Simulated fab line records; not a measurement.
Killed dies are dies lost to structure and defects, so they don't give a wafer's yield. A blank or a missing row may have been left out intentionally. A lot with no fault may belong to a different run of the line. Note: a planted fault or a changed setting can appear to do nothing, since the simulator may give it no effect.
fab line records + flow nandHarc
record
- lots=6
- wafers=18
- lastDay=30
route steps=1302 shown P_CONTACT@246 P_M0@253 END@1302
lots with no fault: from the same line, run without faults
startH: hours from the record's first day to the start of the lot's first wafer shown + waitH: hours elapsed since this lot's preceding step + " repeats the value in the row above + L1.1+2: one row covering several wafers at once + - either no value or no given start + * or withheld: withheld + < > ~ a bound
route shown NAME@n: names a module that has steps shown in the file, with the first one's number in the route + usual: mean/standard deviation taken from wafers without a fault + same: alike in all rows + chamber/n: place in a boat + sites: each site's reading + _std_site: the standard deviation of these + _edge_site: the outer-site mean with the inner-site mean subtracted + radiusMm: for every site, how far away it sits from the centre of the wafer + mask NAME#n: copy n + behind: tool/chamber where the wafer was last shaped + hold: why the lot was held/for how many hours/how that ended + device: which transistor (n, p or np) failed to switch + end of line: the same wafers' tests at the end of the route + a step given without rows: its recipe and nothing more + killed: the dies lost at the first sort to structure and to defects; this is not the yield of the wafer + map: a wafer's dies, x killed, . not, _ none there
set.NAME: setting as actually run; set.NAME@STEP: the setting as run at that earlier step + model.NAME: the simulator's own value behind a step, which no gauge read
a table for each step, a row for each wafer; lots at some steps of the route
services: a tool's chamber out of use, with start hour (startH, from the record's first day; less than 0 if before it), hours out, and reason
## steps
# step NHARC_P_CONTACT_PVD_32
# recipe
- targetThkA=50
- chamberPressurePa=5
- powerW=5000
- substrateTempC=200
- timeS=17.7
- material=Ti
# usual
- cathodeDcPowerW=5000.0/0.94
- throttleValvePct=29.8/0.86
| lot.wafer | tool          | chamber | startH | waitH | cathodeDcPowerW | throttleValvePct |
|-----------|---------------|---------|--------|-------|-----------------|------------------|
| L111.4    | pvdSputter-03 | -       | -      | -     | 5000.0          | 30.0             |
| L111.3    | "             | -       | "      | "     | 5000.3          | 29.2             |
| L111.6    | "             | -       | "      | "     | 4999.7          | 30.6             |
| L115.3    | pvdSputter-03 | -       | -      | -     | 5001.4          | 30.3             |
| L115.5    | "             | -       | "      | "     | 5001.6          | 30.1             |
| L115.6    | "             | -       | "      | "     | 4999.9          | 30.4             |
| L117.1    | pvdSputter-03 | -       | -      | -     | 4998.8          | 29.6             |
| L117.2    | "             | -       | "      | "     | 5001.3          | 30.6             |
| L117.3    | "             | -       | "      | "     | 4998.6          | 28.4             |
| L125.3    | pvdSputter-03 | -       | -      | -     | 5000.9          | 28.5             |
| L125.5    | "             | -       | "      | "     | 5000.7          | 30.5             |
| L125.6    | "             | -       | "      | "     | 5000.4          | 28.8             |
| L124.1    | pvdSputter-02 | -       | -      | -     | 4998.8          | 31.2             |
| L124.3    | "             | -       | "      | "     | 4998.0          | 29.3             |
| L124.6    | "             | -       | "      | "     | 5001.0          | 28.7             |
| L127.1    | pvdSputter-02 | -       | -      | -     | 5000.0          | 28.9             |
| L127.4    | "             | -       | "      | "     | 5000.2          | 30.4             |
| L127.5    | "             | -       | "      | "     | 5001.2          | 29.0             |
# step NHARC_P_CONTACT_ALD_22
# recipe
- targetThkA=30
- pulseTimeS=1
- aldCycles=150
- tempC=450
- material=TiN
# usual
- heaterPowerW=1054/95
- precursorPulseHeightRel=0.996/0.022
# same
- pulseTimeS=1
| lot.wafer | tool        | chamber | startH | waitH | heaterPowerW | precursorPulseHeightRel |
|-----------|-------------|---------|--------|-------|--------------|-------------------------|
| L111.4    | aldMetal-01 | 3       | 133.42 | -     | 1098         | 0.997                   |
| L111.3    | "           | 2       | "      | "     | 1013         | 0.959                   |
| L111.6    | "           | 3       | "      | "     | 1083         | 1.040                   |
| L115.3    | aldMetal-04 | 2       | 163.40 | -     | 1048         | 1.026                   |
| L115.6    | "           | 3       | "      | "     | 1008         | 1.029                   |
| L115.5    | "           | 0       | "      | "     | 1076         | 0.962                   |
| L117.1    | aldMetal-04 | 1       | 192.58 | -     | 976          | 1.013                   |
| L117.3    | "           | 2       | "      | "     | 1009         | 0.998                   |
| L117.2    | "           | 3       | "      | "     | 1018         | 0.981                   |
| L125.3    | aldMetal-03 | 1       | 262.09 | -     | 1020         | 0.984                   |
| L125.5    | "           | 1       | "      | "     | 990          | 1.025                   |
| L125.6    | "           | 2       | "      | "     | 978          | 1.035                   |
| L124.1    | aldMetal-01 | 2       | 262.99 | -     | 1026         | 1.011                   |
| L124.3    | "           | 0       | "      | "     | 1220         | 0.997                   |
| L124.6    | "           | 2       | "      | "     | 1048         | 0.986                   |
| L127.4    | aldMetal-01 | 0       | 294.76 | -     | 1244         | 0.970                   |
| L127.1    | "           | 1       | "      | "     | 1143         | 1.006                   |
| L127.5    | "           | 0       | "      | "     | 1259         | 0.992                   |
# step NHARC_P_CONTACT_CVD_23
# recipe
- targetThkA=2000
- tempC=300
- pressureTorr=40
- wf6FlowSccm=40
- h2FlowSccm=1600
- arFlowSccm=1560
- timeS=557
- material=W
# usual
- heaterPowerW=488/39
- throttleValvePct=7.8/0.33
| lot.wafer | tool    | chamber | startH | waitH | heaterPowerW | throttleValvePct |
|-----------|---------|---------|--------|-------|--------------|------------------|
| L111.3    | cvdW-01 | 0       | -      | -     | 481          | 7.5              |
| L111.4    | "       | 0       | "      | "     | 466          | 7.4              |
| L111.6    | "       | 0       | "      | "     | 464          | 7.6              |
| L115.3    | cvdW-01 | 0       | -      | -     | 474          | 7.4              |
| L115.5    | "       | 1       | "      | "     | 507          | 8.4              |
| L115.6    | "       | 0       | "      | "     | 481          | 7.3              |
| L117.2    | cvdW-02 | 1       | -      | -     | 434          | 7.7              |
| L117.1    | "       | 0       | "      | "     | 556          | 7.9              |
| L117.3    | "       | 1       | "      | "     | 418          | 7.8              |
| L125.3    | cvdW-01 | 1       | -      | -     | 514          | 8.4              |
| L125.6    | "       | 0       | "      | "     | 479          | 7.6              |
| L125.5    | "       | 1       | "      | "     | 514          | 8.3              |
| L124.1    | cvdW-01 | 0       | -      | -     | 474          | 7.7              |
| L124.3    | "       | 1       | "      | "     | 509          | 8.5              |
| L124.6    | "       | 0       | "      | "     | 467          | 8.1              |
| L127.1    | cvdW-01 | 1       | -      | -     | 508          | 8.2              |
| L127.4    | "       | 1       | "      | "     | 521          | 8.4              |
| L127.5    | "       | 1       | "      | "     | 522          | 8.2              |
# step NHARC_P_CONTACT_CMP_24
# recipe
- tOverpolishS=30
- targetThkNm=200
# usual
- motorCurrentA=12.0/1.2
- overpolishRunS=29.999/0.0086
- timeToEndpointS=40/3.5
| lot.wafer | tool   | chamber | startH | waitH | motorCurrentA | overpolishRunS | timeToEndpointS |
|-----------|--------|---------|--------|-------|---------------|----------------|-----------------|
| L111.4    | cmp-04 | 1       | 134.81 | 0.5   | 11.3          | 30.001         | 36              |
| L111.3    | "      | 2       | "      | "     | 13.8          | 29.991         | 37              |
| L111.6    | "      | 2       | "      | "     | 13.7          | 30.004         | 33              |
| L115.3    | cmp-04 | 0       | 164.24 | 0.3   | 11.0          | 30.005         | 42              |
| L115.5    | "      | 2       | "      | "     | 14.5          | 29.998         | 38              |
| L115.6    | "      | 3       | "      | "     | 11.5          | 29.989         | 39              |
| L117.3    | cmp-04 | 0       | 193.46 | 0.4   | 10.6          | 30.008         | 43              |
| L117.1    | "      | 1       | "      | "     | 11.6          | 30.020         | 43              |
| L117.2    | "      | 3       | "      | "     | 11.5          | 30.001         | 39              |
| L125.3    | cmp-02 | 3       | 262.96 | 0.3   | 12.5          | 30.004         | 43              |
| L125.6    | "      | 2       | "      | "     | 11.9          | 30.006         | 37              |
| L125.5    | "      | 3       | "      | "     | 12.3          | 29.997         | 39              |
| L124.3    | cmp-02 | 2       | 263.82 | 0.3   | 12.1          | 29.989         | 41              |
| L124.1    | "      | 1       | "      | "     | 12.4          | 29.990         | 42              |
| L124.6    | "      | 2       | "      | "     | 11.4          | 29.986         | 39              |
| L127.1    | cmp-04 | 3       | 295.95 | 0.5   | 11.0          | 30.003         | 33              |
| L127.4    | "      | 0       | "      | "     | 10.9          | 30.000         | 40              |
| L127.5    | "      | 2       | "      | "     | 14.5          | 30.003         | 35              |
# step NHARC_P_CONTACT_SRD_26
# step NHARC_P_CONTACT_INSPECT_27
# usual
- rawDefectCount=279/130
| lot.wafer | tool             | chamber | startH | waitH | rawDefectCount |
|-----------|------------------|---------|--------|-------|----------------|
| L111.3    | defectInspect-02 | -       | 135.22 | 0.1   | 223            |
| L111.4    | "                | -       | "      | "     | 152            |
| L111.6    | "                | -       | "      | "     | 183            |
| L115.3    | defectInspect-01 | -       | 164.59 | 0.1   | 143            |
| L115.5    | "                | -       | "      | "     | 230            |
| L115.6    | "                | -       | "      | "     | 174            |
| L117.1    | defectInspect-01 | -       | 193.87 | 0.1   | 122            |
| L117.2    | "                | -       | "      | "     | 150            |
| L117.3    | "                | -       | "      | "     | 140            |
| L125.3    | defectInspect-02 | -       | 263.34 | 0.1   | 359            |
| L125.5    | "                | -       | "      | "     | 548            |
| L125.6    | "                | -       | "      | "     | 550            |
| L124.1    | defectInspect-01 | -       | 264.23 | 0.1   | 268            |
| L124.3    | "                | -       | "      | "     | 372            |
| L124.6    | "                | -       | "      | "     | 404            |
| L127.1    | defectInspect-02 | -       | 296.33 | 0.1   | 435            |
| L127.4    | "                | -       | "      | "     | 931            |
| L127.5    | "                | -       | "      | "     | 853            |
# step NHARC_P_M0_DEP_00
# recipe
- targetThkA=1500
- targetThkNm=150
- tempC=withheld
- pressureTorr=5
- flowSccm=200
- rfW=600
- material=SiOC
# step NHARC_P_M0_DEHYDRATE_01
# recipe
- tempC=150
- timeS=120
# step NHARC_P_M0_HMDS_02
# recipe
- timeS=30
# step NHARC_P_M0_COAT_33
# recipe
- tempC=200
- timeS=65
# step NHARC_P_M0_COAT_03
# recipe
- spinRpm=1500
- resistThkNm=90
# step NHARC_P_M0_SOFTBAKE_04
# recipe
- tempC=105
- timeS=55
# usual
- exhaustPa=45.0/0.98
- heaterPowerTotalW=188.43/0.13
- resistLineTempC=22.99/0.11
| lot.wafer | tool          | chamber | startH | waitH | exhaustPa | heaterPowerTotalW | resistLineTempC |
|-----------|---------------|---------|--------|-------|-----------|-------------------|-----------------|
| L111.3    | lithoTrack-06 | 0       | 135    | -     | 44.5      | 188.47            | 23.09           |
| L111.4    | "             | 0       | "      | "     | 46.4      | 188.39            | 23.11           |
| L111.6    | "             | 0       | "      | "     | 43.4      | 188.43            | 22.94           |
| L115.3    | lithoTrack-04 | 0       | 165    | -     | 45.2      | 181.37            | 22.79           |
| L115.5    | "             | 0       | "      | "     | 44.5      | 181.43            | 22.95           |
| L115.6    | "             | 0       | "      | "     | 43.7      | 181.46            | 23.01           |
| L117.1    | lithoTrack-04 | 0       | 194    | -     | 45.7      | 181.54            | 22.95           |
| L117.2    | "             | 0       | "      | "     | 45.8      | 181.37            | 23.04           |
| L117.3    | "             | 0       | "      | "     | 45.6      | 181.50            | 22.92           |
| L125.3    | lithoTrack-04 | 0       | 263    | -     | 44.8      | 188.50            | 23.10           |
| L125.5    | "             | 0       | "      | "     | 43.8      | 188.32            | 22.95           |
| L125.6    | "             | 0       | "      | "     | 46.2      | 188.38            | 23.00           |
| L124.1    | lithoTrack-06 | 0       | 264    | -     | 43.8      | 188.46            | 22.99           |
| L124.3    | "             | 0       | "      | "     | 45.5      | 188.45            | 23.14           |
| L124.6    | "             | 0       | "      | "     | 44.2      | 188.42            | 22.98           |
| L127.1    | lithoTrack-01 | 0       | 296    | -     | 44.9      | 188.45            | 22.84           |
| L127.4    | "             | 0       | "      | "     | 44.7      | 188.43            | 23.08           |
| L127.5    | "             | 0       | "      | "     | 44.7      | 188.75            | 23.03           |
# step NHARC_P_M0_EBR_05
# step NHARC_END_SORT_01
# recipe
- tempC=25
# usual
- defectLimitedYield=91.3/2.2
- killedAtArray=55/15
- killedAtOther=1.0/1.2
- killedAtPeriphery=3.4/2.2
- killedDies=59/15
- killedOpen=3.2/2
- killedShort=2.5/1.7
# same
- grossDies=677
| lot.wafer | tool      | chamber | startH | waitH | defectLimitedYield[%] | killedAtArray | killedAtOther | killedAtPeriphery | killedDies | killedOpen | killedShort |
|-----------|-----------|---------|--------|-------|-----------------------|---------------|---------------|-------------------|------------|------------|-------------|
| L111.3    | prober-01 | 0       | 572.01 | 3.1   | 89.8                  | 63            | 5             | 1                 | 69         | 5          | 5           |
| L111.4    | prober-01 | 0       | 572.80 | 3.4   | 91.1                  | 57            | 2             | 1                 | 60         | 1          | 0           |
| L111.6    | prober-01 | 0       | 574.38 | 4.0   | 91.0                  | 58            | 2             | 1                 | 61         | 5          | 3           |
| L115.3    | prober-01 | 0       | 600.96 | 3.1   | 87.0                  | 82            | 2             | 4                 | 88         | 4          | 1           |
| L115.5    | prober-01 | 0       | 602.58 | 3.7   | 90.0                  | 64            | 1             | 3                 | 68         | 3          | 3           |
| L115.6    | prober-01 | 0       | 603.39 | 4.0   | 89.2                  | 69            | 0             | 4                 | 73         | 1          | 6           |
| L124.1    | prober-01 | 0       | 688.49 | 2.5   | 92.3                  | 48            | 0             | 4                 | 52         | 2          | 1           |
| L124.3    | prober-01 | 0       | 690.08 | 3.1   | 91.6                  | 51            | 0             | 6                 | 57         | 4          | 3           |
| L124.6    | prober-01 | 0       | 692.46 | 4.0   | 93.2                  | 42            | 0             | 4                 | 46         | 1          | 2           |
| L127.1    | prober-01 | 0       | 719.10 | 2.5   | 94.4                  | 32            | 1             | 5                 | 38         | 1          | 5           |
| L127.4    | prober-01 | 0       | 721.54 | 3.4   | 95.4                  | 26            | 0             | 5                 | 31         | 0          | 1           |
| L127.5    | prober-01 | 0       | 722.35 | 3.7   | 95.1                  | 25            | 0             | 8                 | 33         | 3          | 6           |
# killed by level:class
L111.3 A_CHANNEL_HOLE_D1:chamberFilmFlake=31 A_CHANNEL_HOLE_D2:chamberFilmFlake=11 A_CONTACT:chamberFilmFlake=5 THIN_TSV:chamberFilmFlake=4 A_ONON_D2:geometricParticle:short=3 A_STAIRCASE:chamberFilmFlake=3 A_BONDPAD:chamberFilmFlake=3 A_CHANNEL_FILL_D2:geometricParticle:open=2
L111.4 A_CHANNEL_HOLE_D2:chamberFilmFlake=34 A_CHANNEL_HOLE_D1:chamberFilmFlake=11 A_CONTACT:chamberFilmFlake=9 THIN_TSV:chamberFilmFlake=2 A_ONON_D1:geometricParticle:open=1 P_STI:chamberFilmFlake=1 A_M1:chamberFilmFlake=1 A_BONDPAD:chamberFilmFlake=1
L111.6 A_CHANNEL_HOLE_D1:chamberFilmFlake=30 A_CHANNEL_HOLE_D2:chamberFilmFlake=15 A_BONDPAD:chamberFilmFlake=3 A_ONON_D2:geometricParticle:open=2 A_STAIRCASE:chamberFilmFlake=2 P_CONTACT:geometricParticle:open=1 A_ONON_D1:geometricParticle:short=1 A_CHANNEL_FILL_D1:geometricParticle:open=1
L115.3 A_CHANNEL_HOLE_D2:chamberFilmFlake=42 A_SLIT:chamberFilmFlake=24 A_CONTACT:chamberFilmFlake=5 A_CHANNEL_HOLE_D1:chamberFilmFlake=4 A_M0:chamberFilmFlake=2 THIN_TSV:chamberFilmFlake=2 P_GATE:geometricParticle:open=1 P_M0:geometricParticle:open=1
L115.5 A_SLIT:chamberFilmFlake=30 A_CHANNEL_HOLE_D2:chamberFilmFlake=23 A_CHANNEL_HOLE_D1:chamberFilmFlake=5 A_CONTACT:chamberFilmFlake=2 P_CONTACT:geometricParticle:short=1 P_CONTACT:geometricParticle:open=1 A_ONON_D1:geometricParticle:short=1 A_ONON_D1:geometricParticle:open=1
L115.6 A_SLIT:chamberFilmFlake=33 A_CHANNEL_HOLE_D2:chamberFilmFlake=16 A_CHANNEL_HOLE_D1:chamberFilmFlake=4 A_WL_FILL:geometricParticle:short=3 P_STI:chamberFilmFlake=3 A_STAIRCASE:chamberFilmFlake=3 A_M0:geometricParticle:short=2 A_DECK1_JOINT:chamberFilmFlake=2
L124.1 A_CHANNEL_HOLE_D2:chamberFilmFlake=23 A_CHANNEL_HOLE_D1:chamberFilmFlake=9 A_STAIRCASE:chamberFilmFlake=5 A_CONTACT:chamberFilmFlake=4 A_WL_FILL:chamberFilmFlake=2 P_M0:geometricParticle:open=1 A_CHANNEL_FILL_D1:geometricParticle:short=1 A_BLC:geometricParticle:open=1
L124.3 A_CHANNEL_HOLE_D2:chamberFilmFlake=27 A_STAIRCASE:chamberFilmFlake=7 A_CONTACT:chamberFilmFlake=6 A_CHANNEL_HOLE_D1:chamberFilmFlake=4 P_GATE:chamberFilmFlake=3 A_M0:geometricParticle:open=2 P_M0:geometricParticle:short=1 A_DECK1_JOINT:geometricParticle:short=1
L124.6 A_CHANNEL_HOLE_D2:chamberFilmFlake=21 A_CHANNEL_HOLE_D1:chamberFilmFlake=11 A_STAIRCASE:chamberFilmFlake=3 A_CONTACT:chamberFilmFlake=3 P_CONTACT:geometricParticle:open=1 P_M1:geometricParticle:short=1 A_CHANNEL_FILL_D2:geometricParticle:short=1 P_ZERO_WELL:chamberFilmFlake=1
L127.1 A_CHANNEL_HOLE_D1:chamberFilmFlake=18 P_CONTACT:chamberFilmFlake=3 A_WL_FILL:geometricParticle:short=2 A_WL_FILL:chamberFilmFlake=2 A_CONTACT:chamberFilmFlake=2 A_ONON_D1:geometricParticle:short=1 A_DECK1_JOINT:geometricParticle:short=1 A_SGD_CUT:geometricParticle:short=1
L127.4 A_CHANNEL_HOLE_D1:chamberFilmFlake=18 P_CONTACT:chamberFilmFlake=5 A_SLIT:chamberFilmFlake=3 A_ONON_D1:geometricParticle:short=1 A_CHANNEL_FILL_D1:chamberFilmFlake=1 A_STAIRCASE:chamberFilmFlake=1 A_WL_FILL:chamberFilmFlake=1 A_CONTACT:chamberFilmFlake=1
L127.5 A_CHANNEL_HOLE_D1:chamberFilmFlake=13 P_CONTACT:chamberFilmFlake=6 A_ONON_D1:geometricParticle:short=2 A_SLIT:chamberFilmFlake=2 P_M0:geometricParticle:short=1 A_CHANNEL_FILL_D1:geometricParticle:open=1 A_CHANNEL_FILL_D1:geometricParticle:short=1 A_CHANNEL_FILL_D2:geometricParticle:open=1
## services
| tool          | chamber | startH | hours | kind   |
|---------------|---------|--------|-------|--------|
| cmp-04        | -       | 111.00 | 4.0   | pm     |
| aldMetal-04   | -       | 118.00 | 10.0  | pm     |
| aldMetal-01   | -       | 121.13 | 1.4   | repair |
| cvdW-01       | 1       | 129.56 | 7.3   | repair |
| cmp-02        | -       | 134.50 | 4.0   | pm     |
| cmp-04        | -       | 138.61 | 2.8   | repair |
| pvdSputter-03 | -       | 149.18 | 7.5   | repair |
| cmp-04        | -       | 158.86 | 2.4   | repair |
| aldMetal-01   | -       | 170.00 | 10.0  | pm     |
| pvdSputter-03 | -       | 170.03 | 10.0  | pm     |
| cmp-04        | -       | 172.06 | 1.7   | repair |
| cmp-04        | -       | 177.37 | 4.3   | repair |
| lithoTrack-06 | -       | 179.00 | 7.0   | pm     |
| cvdW-01       | -       | 185.00 | 13.0  | pm     |
| cmp-02        | -       | 192.80 | 0.2   | repair |
| cmp-04        | -       | 202.61 | 2.5   | repair |
| lithoTrack-04 | -       | 203.00 | 7.0   | pm     |
| pvdSputter-03 | -       | 203.42 | 1.3   | repair |
| cmp-04        | -       | 209.00 | 4.0   | pm     |
| cmp-02        | -       | 209.40 | 0.3   | repair |
| cmp-02        | -       | 214.31 | 0.5   | repair |
| cmp-02        | -       | 232.50 | 4.0   | pm     |
| pvdSputter-03 | -       | 250.75 | 5.1   | repair |
| cvdW-01       | -       | 272.51 | 0.7   | repair |
## key
firstSign
- step=NHARC_P_M0_SOFTBAKE_04
- reading=heaterPowerTotalW
- direction=down
- sigmas=55
- usual=*
- struck=*
effect none on later readings
metAt NHARC_P_M0_SOFTBAKE_04
struckWafers L115.3,L115.5,L115.6,L117.1,L117.2,L117.3
fault
- kind=processParameterDrift
- tool=lithoTrack-04
- chamber=-
- onsetH=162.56
- steps=NHARC_P_M0_SOFTBAKE_04
- channel=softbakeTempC
- offset=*
- shape=step
- endH=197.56
- actsIn=*
- stated=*
